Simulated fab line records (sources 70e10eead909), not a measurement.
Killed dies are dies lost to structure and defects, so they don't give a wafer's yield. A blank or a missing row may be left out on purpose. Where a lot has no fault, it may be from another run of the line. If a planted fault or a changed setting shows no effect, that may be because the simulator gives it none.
A lot that was struck, set against a sound lot + flow nandHarc + 13 steps out of a route of 1159
Sound: these wafers, L491.2, L491.4, L491.5. Struck: wafer L499.3 (left out: L499.4, a lot-mate that was not struck); the cause follows at the end.
Per side, at each step with rows, come the tool, then ch with its chambers, and then its first start. Under that, the readings that differ: sound wafers + struck wafers + difference of the means + sigmas: that difference in standard deviations of wafers without a fault.
alike: a reading whose means differ by less than 2 such deviations, as well as words and numbers matching on both sides. not compared: withheld readings; readings where some wafer has no value; bounds like >300 that might hide an equal value; numbers whose values overlap and for which the record gives no deviation.
A row with sigmas, a row that says differs or no value, or rows on one side alone: a step with any of these is where the two part. Numbers that don't overlap but have no deviation are shown without sigmas and don't part them. A reading that every wafer of one side lacks parts them only if that side has two wafers or more.

first, 1 step without rows for these wafers: NHARC_A_WL_FILL_ALD_02 (deposits TiN, target thk 2 nm, pulse time 3 s, ald cycles 100).
NHARC_A_WL_FILL_CVD_03: deposits W, target thk 40 nm, time 3302 s.
  sound on cvdW-01 ch 0,1, day 17 21:40; struck on cvdW-01 ch 0, day 19 08:41
  alike: heaterPowerW, mfcWf6Sccm, throttleValvePct
NHARC_A_WL_FILL_ETCHBACK_04: etches the open film in NF3, target depth 60 nm, time 120 s.
  sound on rieMetal-02 ch 0,1, day 18 00:32; struck on rieMetal-02 ch 0, day 19 11:06
  alike: drypumpMotorCurrentA, oesProductAu
  not compared: rfHoursCounterH
NHARC_A_WL_FILL_ETCHBACK_05: etches the open film in Cl2/BCl3, target depth 22 nm, time 60 s.
  sound on rieMetal-02 ch 0,1, day 18 00:46; struck on rieMetal-02 ch 0, day 19 11:17
| reading             | sound             | struck | difference | sigmas |
|---------------------|-------------------|--------|------------|--------|
| oesProductAu (a.u.) | 1.007 0.991 1.001 | 1.015  | +0.015     | +2     |
  alike: drypumpMotorCurrentA
  not compared: rfHoursCounterH
NHARC_A_WL_FILL_STRIP_27: strips in N2/H2, time 20 s.
  sound on plasmaAsher-02 ch 0, day 18 00:55; struck on plasmaAsher-01 ch 0, day 19 11:28
  alike: drypumpMotorCurrentA, heaterPowerW
  not compared: rfHoursCounterH
then, 5 steps without rows for these wafers: NHARC_A_WL_FILL_STRIP_28 (strips in post etch residue remover, time 1200 s); NHARC_A_WL_FILL_PRECLEAN_06 (cleans in DIW, time 300 s); NHARC_A_WL_FILL_SRD_07; NHARC_A_WL_FILL_ANNEAL_08 (time 1800 s); NHARC_A_WL_FILL_ALD_10 (deposits SiO2, target thk 50 nm, pulse time 10 s, ald cycles 500).
NHARC_A_WL_FILL_ETCHBACK_16: etches the open film in C4F8/O2/Ar, target depth 88 nm, time 17.6 s.
  sound on rieDiel-12 ch 1,2,3, day 18 10:45; struck on rieDiel-12 ch 3, day 19 21:34
| reading             | sound          | struck | difference | sigmas |
|---------------------|----------------|--------|------------|--------|
| oesProductAu (a.u.) | 0.97 0.96 0.98 | 0.64   | -0.33      | -11    |
  alike: rfVppV
  not compared: rfHoursCounterH
NHARC_A_WL_FILL_STRIP_29: strips in O2, time 20 s.
  sound on rieDiel-12 ch 1,2,3, day 18 10:50; struck on rieDiel-12 ch 0, day 19 21:38
| reading              | sound                | struck | difference | sigmas |
|----------------------|----------------------|--------|------------|--------|
| rfVppV (V)           | 56.5 58.3 56.4       | 59.7   | +2.6       | +3     |
| throttleValvePct (%) | 17.045 17.026 17.050 | 17.017 | -0.023     | -3     |
  alike: drypumpMotorCurrentA, oesProductAu, showerheadPlenumPTorr
  not compared: rfHoursCounterH
-- jump in the record: it breaks off in module A_WL_FILL and resumes in module END (first step shown: number 1159 of the route), and 4 days separate the struck wafers' starts before and after --
NHARC_END_SORT_01:
  at this point the record logs the struck wafers (prober-01 ch 0, day 24 01:32) and has no rows for the sound ones

WHERE THEY PART
Last at NHARC_END_SORT_01 as far as this record goes, first at NHARC_A_WL_FILL_ETCHBACK_05.

WHY: what had been put in by the simulator
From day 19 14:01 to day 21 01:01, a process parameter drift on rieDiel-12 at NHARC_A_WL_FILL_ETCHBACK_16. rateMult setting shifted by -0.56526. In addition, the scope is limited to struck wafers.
